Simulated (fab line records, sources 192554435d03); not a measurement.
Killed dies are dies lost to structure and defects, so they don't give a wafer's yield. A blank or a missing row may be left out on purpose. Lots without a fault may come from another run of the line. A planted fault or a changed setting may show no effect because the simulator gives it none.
fab line records | flow n5_finfet
record lots=5 wafers=15 last_day=18
route steps=1938 shown BEOL_M10@1482 PASSIVATION@1936
lots that met no fault: from a run of the same line without faults
start_h: hours from the record's first day to the start of the lot's first wafer shown | wait_h: hours since the lot's step before | " the same as in the row above | L1.1+2: a row that stands for several wafers | - no value, or no start given | * or withheld: withheld | < > ~ a bound
route shown NAME@n: a module of which the file shows steps, and the number in the route of the first | usual: mean/standard deviation of fault-free wafers | same: alike in all rows | chamber/n: place in a boat | sites: the reading at each site | _std_site: their standard deviation | _edge_site: outer sites' mean less inner sites' | radius_mm: how far each site lies from the wafer's centre | mask NAME#n: copy n | behind: the tool/chamber that last shaped the wafer | hold: why the lot was held/for how many hours/how that ended | device: the transistor (n, p or np) that didn't switch | end of line: the same wafers' tests at the end of the route | a step without rows: its recipe alone | killed: dies lost to structure and defects at the first sort, not the wafer's yield | map: a wafer's dies, x killed, . not, _ none there
set.NAME: the setting as run; set.NAME@STEP: as run at that earlier step | model.NAME: the simulator's own value behind a step, which no gauge read
lots at some steps of the route; a table a step, a row a wafer
services: from which hour (start_h, from the record's first day; less than 0 if before it) a tool's chamber was out of use, for how many hours, and why
## steps
# step N5_BEOL_M10_DEVELOP_10
# recipe develop_time_s=30 developer=TMAH resist=CAR-ArF rinse_liquid=diw dry=air_spin dev_temp_c=23
# step N5_BEOL_M10_DESCUM_16
# recipe chemistry=O2 time_s=7.9 source_power_w=50 bias_power_w=20 pressure_mtorr=20 rf_frequency_hz=2.712e+07 temp_c=40 resist=CAR-ArF o2_flow_sccm=225
# step N5_BEOL_M10_ETCH_61
# recipe chemistry=CF4 target=SiARC target_depth_a=390 mask_material=CAR-ArF time_s=65 ion_energy_ev=80 pressure_mtorr=40 source_w=545 bias_w=36 Ar_flow_sccm=100 cf4_flow_sccm=100 ends=cleared
# step N5_BEOL_M10_ETCH_62
# recipe chemistry=N2/H2 target=SOC target_depth_a=1100 overetch_a=220 mask_material=SiARC temp_c=40 time_s=165 ion_energy_ev=200 pressure_mtorr=30 source_w=840 bias_w=150 n2_flow_sccm=200 h2_flow_sccm=200
# step N5_BEOL_M10_STRIP_68
# recipe chemistry=N2/H2 temp_c=40 n2_flow_sccm=200 h2_flow_sccm=200 rf_frequency_hz=6e+07
# step N5_BEOL_M10_STRIP_67
# recipe chemistry=CF4 resist=SiARC power_w=300 bias_power_w=75 pressure_mtorr=50 cf4_flow_sccm=150 rf_frequency_hz=6e+07
# step N5_BEOL_M10_HM_OPEN_17
# recipe chemistry=Cl2/BCl3 target_depth_a=200 overetch_a=60 target=TiN mask_material=SOC ion_energy_ev=150 pressure_mtorr=10 icp_w=1000 bias_w=126 Cl2_flow_sccm=53.25 bcl3_flow_sccm=21.75 Ar_flow_sccm=25
# step N5_BEOL_M10_STRIP_19
# recipe chemistry=O2 power_w=400 temp_c=40 pressure_mtorr=30 rf_frequency_hz=6e+07 bias_power_w=0 overash_fraction=0.2 o2_flow_sccm=225
# step N5_BEOL_M10_COAT_63
# recipe resist=SOC temp_c=250 time_s=60 spin_rpm=1500 resist_thk_nm=100
# usual spin_speed_rpm=1500.1/1
# columns lot.wafer tool chamber start_h wait_h spin_speed_rpm model.SOC_of_BEOL_M10_COAT_63.thk_nm
L901.1 litho_track-04 0 216.16 1.2 1499.6 99.8
L901.2 " 0 " " 1501.8 99.8
L901.6 " 0 " " 1499.5 100
L914.3 litho_track-04 0 310.56 0.2 1235.7 110
L914.4 " 0 " " 1234.6 109.6
L914.6 " 0 " " 1233.6 109.8
L916.1 litho_track-04 0 319.50 0.0 1233.4 109.6
L916.2 " 0 " " 1233.9 109.8
L916.3 " 0 " " 1235.3 109.6
L915.1 litho_track-04 0 322.14 0.2 1234.1 109.8
L915.3 " 0 " " 1234.6 110
L915.4 " 0 " " 1234.6 110
L923.1 litho_track-02 0 378.69 1.8 1500.1 100.2
L923.3 " 0 " " 1501.2 100.6
L923.6 " 0 " " 1500.1 100.2
# step N5_BEOL_M10_COAT_64
# recipe resist=SiARC temp_c=220 time_s=60 spin_rpm=1500 resist_thk_nm=30
# step N5_BEOL_M10_COAT_22
# recipe resist=CAR-ArF spin_rpm=1500 resist_thk_nm=90
# step N5_BEOL_M10_EBR_24
# recipe solvent=PGMEA ebr_width_mm=1.5
# step N5_BEOL_M10_SOFTBAKE_23
# recipe temp_c=110 time_s=60 resist=CAR-ArF
# step N5_BEOL_M10_EXPOSE_25
# recipe mask_id=V9 na=1.35 source_shape=annular sigma_inner=0.5 sigma_outer=0.8 polarization=unpolarized dose_mj=85.5
# step N5_BEOL_M10_PEB_26
# recipe peb_temp_c=withheld peb_time_s=60 resist=CAR-ArF
# step N5_BEOL_M10_DEVELOP_27
# recipe develop_time_s=30 developer=TMAH resist=CAR-ArF rinse_liquid=diw dry=air_spin dev_temp_c=23
# step N5_BEOL_M10_DESCUM_33
# recipe chemistry=O2 time_s=7.9 source_power_w=50 bias_power_w=20 pressure_mtorr=20 rf_frequency_hz=2.712e+07 temp_c=40 resist=CAR-ArF o2_flow_sccm=225
# step N5_BEOL_M10_ETCH_65
# recipe chemistry=CF4 target=SiARC target_depth_a=390 mask_material=CAR-ArF time_s=65 ion_energy_ev=80 pressure_mtorr=40 source_w=545 bias_w=36 Ar_flow_sccm=100 cf4_flow_sccm=100 ends=cleared
# step N5_BEOL_M10_ETCH_66
# recipe chemistry=N2/H2 target=SOC target_depth_a=1200 overetch_a=240 mask_material=SiARC temp_c=40 time_s=180 ion_energy_ev=200 pressure_mtorr=30 source_w=840 bias_w=150 n2_flow_sccm=200 h2_flow_sccm=200
# usual drypump_motor_current_A=5.6/0.46 oes_product_au=0.66/0.051 rf_vpp_V=523.6/2.1 showerhead_plenum_p_Torr=2.53/0.079 throttle_valve_pct=17.65/0.17
# columns lot.wafer tool chamber start_h wait_h drypump_motor_current_A oes_product_au rf_hours_counter_h rf_vpp_V showerhead_plenum_p_Torr throttle_valve_pct model.etch.depth_nm
L901.1 rie_diel-02 0 216.90 0.0 6.2 0.72 31 523.0 2.47 17.83 99.77
L901.2 " 2 " " 6.2 0.70 38 523.4 2.49 17.36 99.74
L901.6 " 2 " " 6.2 0.70 - 521.0 2.49 17.36 99.94
L914.3 rie_diel-01 3 310.98 0.0 4.8 0.63 143 524.1 2.55 17.63 110
L914.4 " 0 " " 5.7 0.59 225 525.8 2.62 17.76 109.6
L914.6 " 2 " " 5.6 0.70 - 524.3 2.57 17.73 109.7
L916.1 rie_diel-04 1 320.07 0.0 5.2 0.71 65 526.9 2.71 17.73 109.5
L916.2 " 2 " " 5.0 0.67 98 525.0 2.58 17.78 109.8
L916.3 " 0 " " 5.9 0.73 42 522.1 2.46 17.64 109.6
L915.1 rie_diel-02 1 322.69 0.0 5.4 0.65 126 520.4 2.45 17.55 109.7
L915.3 " 2 " " 6.2 0.70 71 521.5 2.48 17.41 110
L915.4 " 0 " " 6.2 0.71 65 520.8 2.45 17.90 109.9
L923.1 rie_diel-02 1 379.34 0.0 5.4 0.60 145 521.5 2.44 17.58 100.3
L923.3 " 2 " " 6.2 0.65 95 522.0 2.47 17.45 100.7
L923.6 " 1 " " 5.4 0.61 - 522.2 2.44 17.59 100.2
# step N5_BEOL_M10_STRIP_69
# recipe chemistry=N2/H2 temp_c=40 n2_flow_sccm=200 h2_flow_sccm=200 rf_frequency_hz=6e+07
# step N5_BEOL_M10_VIA_ETCH_34
# recipe chemistry=C4F6/O2 target=SiCOH_lowk target_depth_a=1845 mask_material=SOC taper_deg=4 time_s=69.2 ion_energy_ev=250 pressure_mtorr=30 source_w=345 bias_w=185 Ar_flow_sccm=300 C4F6_flow_sccm=10 O2_flow_sccm=10
# usual drypump_motor_current_A=5.6/0.46 oes_product_au=0.81/0.071 rf_vpp_V=673/21 showerhead_plenum_p_Torr=2.84/0.087 throttle_valve_pct=20.73/0.27
# columns lot.wafer tool chamber start_h wait_h drypump_motor_current_A oes_product_au rf_hours_counter_h rf_vpp_V showerhead_plenum_p_Torr throttle_valve_pct model.SOC_of_BEOL_M10_COAT_63.thk_nm
L901.1 rie_diel-02 0 217.02 0.0 6.2 0.90 31 666 2.76 20.97 91.6
L901.2 " 2 " " 6.2 0.86 38 703 2.79 20.44 91.8
L901.6 " 2 " " 6.2 0.87 - 703 2.79 20.45 92
L914.3 rie_diel-01 3 311.10 0.0 4.8 0.73 143 635 2.85 20.53 102.4
L914.4 " 0 " " 5.7 0.69 225 702 2.93 20.86 101.6
L914.6 " 2 " " 5.6 0.82 - 665 2.90 20.98 101.6
L916.1 rie_diel-04 1 320.20 0.0 5.2 0.83 65 656 3.01 20.76 101.4
L916.2 " 2 " " 4.9 0.79 98 684 2.87 20.68 101.6
L916.3 " 0 " " 5.9 0.85 42 680 2.76 20.82 101.6
L915.1 rie_diel-02 1 322.81 0.0 5.4 0.76 126 667 2.72 20.36 101.8
L915.3 " 2 " " 6.2 0.79 71 701 2.78 20.49 102.4
L915.4 " 0 " " 6.2 0.85 65 665 2.75 21.01 101.8
L923.1 rie_diel-02 1 379.47 0.0 5.4 0.74 145 666 2.71 20.39 92.4
L923.3 " 2 " " 6.2 0.78 95 701 2.77 20.53 92.8
L923.6 " 1 " " 5.4 0.75 - 668 2.71 20.39 92.2
# step N5_BEOL_M10_STRIP_73
# recipe chemistry=C4F6/O2 resist=SiARC rf_frequency_hz=6e+07
# step N5_PASSIVATION_PROBE_49
# usual defect_limited_yield=91.5/1.5 killed_at_M0_to_M3=32/10 killed_at_M4_up=13/4.9 killed_at_contacts=13/6.1 killed_at_front_end=38/11 killed_at_other=3/3.2 killed_dies=101/18 killed_open=66/13 killed_short=32/8.3 sort_bin_5_function=5.0/1 sort_bin_6_memory=3.2/0.74 sort_bin_8_speed=0.1/1.1 sort_n_pass=1078/22
# same gross_dies=1180 killed_at_back_side=0 sort_bin_4_leakage[%]=0
# columns lot.wafer tool chamber start_h wait_h defect_limited_yield[%] killed_at_M0_to_M3 killed_at_M4_up killed_at_contacts killed_at_front_end killed_at_other killed_dies killed_open killed_short sort_bin_5_function[%] sort_bin_6_memory[%] sort_bin_8_speed[%] sort_n_pass
L901.1 prober-01 - 268.79 0.0 92.6 18 16 3 47 3 87 46 27 4.4 2.1 0 1093
L901.2 prober-01 - 268.84 0.1 92.3 31 7 17 36 0 91 61 29 4.6 3.0 0 1089
L901.6 prober-01 - 269.04 0.3 93.1 17 14 15 33 3 82 58 22 3.6 3.2 0 1098
L914.3 prober-01 - 356.75 0.1 93.3 25 7 13 34 0 79 55 20 3.7 2.7 0 1101
L914.4 prober-01 - 356.80 0.2 92.2 24 7 16 42 3 92 57 31 3.8 3.6 0 1088
L914.6 prober-01 - 356.90 0.3 92.4 23 12 14 40 1 90 52 30 5.1 2.0 0 1090
L916.1 prober-01 - 386.73 0.0 91.2 27 16 7 49 5 104 69 34 5.3 3.3 0 1076
# killed by level:class
L901.1 FIN_SAQP:geometric_particle:short=11 STI_FIN_REVEAL:geometric_particle:open=10 BEOL_M0_SAQP:geometric_particle:open=9 HKMG_FIN:area_etch=9 BEOL_M4:geometric_particle:open=8 BEOL_M0_SAQP:geometric_particle:short=6 BEOL_M7:geometric_particle:open=3 STARTING-WAFER:geometric_particle:open=3
L901.2 MOL_CONTACT_COAG:geometric_particle:open=11 FIN_SAQP:geometric_particle:open=10 BEOL_M0_SAQP:geometric_particle:short=9 FIN_SAQP:geometric_particle:short=8 BEOL_M0_SAQP:geometric_particle:open=8 BEOL_M3:geometric_particle:open=5 MOL_CONTACT_COAG:geometric_particle:short=5 STI_FIN_REVEAL:geometric_particle:open=4
L901.6 FIN_SAQP:geometric_particle:open=12 BEOL_M4:geometric_particle:open=10 MOL_CONTACT_COAG:geometric_particle:open=10 BEOL_M0_SAQP:geometric_particle:short=5 BEOL_M0_SAQP:geometric_particle:open=5 STI_FIN_REVEAL:geometric_particle:open=4 MOL_CONTACT_COAG:geometric_particle:short=4 STARTING-WAFER:geometric_particle:open=4
L914.3 STI_FIN_REVEAL:geometric_particle:open=10 MOL_CONTACT_COAG:geometric_particle:open=9 BEOL_M0_SAQP:geometric_particle:short=8 BEOL_M0_SAQP:geometric_particle:open=5 FIN_SAQP:geometric_particle:open=4 SPACER0:geometric_particle:open=4 BEOL_M0:geometric_particle:open=4 STARTING-WAFER:geometric_particle:open=4
L914.4 MOL_CONTACT_COAG:geometric_particle:open=10 FIN_SAQP:geometric_particle:open=9 BEOL_M0_SAQP:geometric_particle:short=8 STI_FIN_REVEAL:geometric_particle:open=7 STI_FIN_REVEAL:geometric_particle:short=6 MOL_CONTACT_COAG:geometric_particle:short=5 BEOL_M3:geometric_particle:open=5 FIN_SAQP:geometric_particle:short=4
L914.6 FIN_SAQP:geometric_particle:short=7 FIN_SAQP:geometric_particle:open=7 MOL_CONTACT_COAG:geometric_particle:open=7 MOL_CONTACT_COAG:geometric_particle:short=7 BEOL_M3:geometric_particle:open=7 STI_FIN_REVEAL:geometric_particle:open=6 BEOL_M0_SAQP:geometric_particle:short=5 DUMMY_GATE:geometric_particle:open=4
L916.1 FIN_SAQP:geometric_particle:short=12 STI_FIN_REVEAL:geometric_particle:open=10 FIN_SAQP:geometric_particle:open=8 BEOL_M2:geometric_particle:open=8 BEOL_M1:geometric_particle:open=7 BEOL_M4:geometric_particle:open=6 GATE_CUT:geometric_particle:short=5 MOL_CONTACT_COAG:geometric_particle:open=5
## services
# columns tool chamber start_h hours kind
rie_diel-02 2 220.06 5.1 repair
rie_diel-02 - 236.00 4.0 repair
rie_diel-04 - 260.98 14.6 pm
rie_diel-04 3 277.80 22.7 repair
rie_diel-04 - 278.13 2.0 repair
rie_diel-04 3 321.91 5.7 repair
rie_diel-01 1 325.21 10.6 repair
rie_diel-02 3 333.97 - clean
rie_diel-02 3 333.97 - consumable_replace:focus_ring
rie_diel-02 3 333.97 38.0 scheduled_down
rie_diel-02 3 333.97 38.0 vent_cycle
rie_diel-04 1 338.19 8.8 repair
rie_diel-02 1 353.41 5.8 repair
rie_diel-01 - 372.40 2.8 pm
## key
first_sign step=N5_BEOL_M10_COAT_63 reading=spin_speed_rpm direction=down sigmas=99+ usual=* struck=*
effect none on later readings
model_effect step=N5_BEOL_M10_COAT_63 value=SOC_of_BEOL_M10_COAT_63.thk_nm without=99.58 struck=109.8
model_effect step=N5_BEOL_M10_ETCH_66 value=etch.depth_nm without=99.55 struck=109.8
model_effect step=N5_BEOL_M10_VIA_ETCH_34 value=SOC_of_BEOL_M10_COAT_63.thk_nm without=91.6 struck=101.8
met_at N5_BEOL_M10_COAT_63
struck_wafers L914.3,L914.4,L914.6,L915.1,L915.3,L915.4,L916.1,L916.2,L916.3
onset_between 216.16 310.56
fault kind=process_parameter_drift tool=litho_track-04 chamber=- onset_h=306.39 steps=N5_BEOL_M10_COAT_63 channel=spin_rpm offset=* shape=step end_h=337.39 acts_in=* stated=*
